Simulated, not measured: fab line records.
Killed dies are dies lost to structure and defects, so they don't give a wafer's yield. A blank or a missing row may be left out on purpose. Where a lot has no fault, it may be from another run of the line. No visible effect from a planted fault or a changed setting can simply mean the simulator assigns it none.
Which tool was responsible? -- flow nandHarc -- 6 lots, 18 wafers sampled, at 2 steps of a route of 1302

WHAT THE GAUGES READ, wafer by wafer
NHARC_A_CHANNEL_HOLE_D1_INSPECT_40.
lot,measured,on,rawDefectCount
L814,day 9 21:30,defectInspect-02,57 58 47
L818,day 11 01:29,defectInspect-01,60 49 30
L821,day 12 16:56,defectInspect-01,101 99 112
L824,day 13 12:26,defectInspect-02,114 103 99
L827,day 14 23:25,defectInspect-02,105 90 82
L835,day 18 16:34,defectInspect-01,36 44 41

WHICH TOOL RAN EACH LOT (tool, then ch and the chambers of the sampled wafers, then the start)
lot,NHARC_A_CHANNEL_HOLE_D1_ETCH_26
L814,"harEtch-01 ch 0,1, day 9 19:23"
L818,"harEtch-01 ch 0,1, day 10 23:35"
L821,"harEtch-02 ch 0,1, day 12 15:02"
L824,"harEtch-02 ch 0,1, day 13 10:31"
L827,"harEtch-02 ch 0,1, day 14 21:20"
L835,"harEtch-02 ch 0,1, day 18 14:34"
- NHARC_A_CHANNEL_HOLE_D1_ETCH_26: etches the open film in C4F8/O2/Ar, time 224.1 s, target depth 300 nm.

THE ANSWER, worked out from the rows above alone
Rule: the usual values come from the lots themselves. Put in order of their means at a reading, lots are off if they are a third of the lots or fewer, leave a main group of 4 or more, and stand apart from it by a gap of 3 or more times the standard deviation of the main group's means; of several such gaps the widest counts. If all means in a main group match to the digits the tables above print for the reading, that group is not used. Also off: a lot with no number at a reading for which 4 or more lots have one. Where the step has rows for the other lots, those lots are counted as sound.
None of the lots is off at any reading shown; this tells nothing.

WHAT HAD BEEN PUT IN BY THE SIMULATOR
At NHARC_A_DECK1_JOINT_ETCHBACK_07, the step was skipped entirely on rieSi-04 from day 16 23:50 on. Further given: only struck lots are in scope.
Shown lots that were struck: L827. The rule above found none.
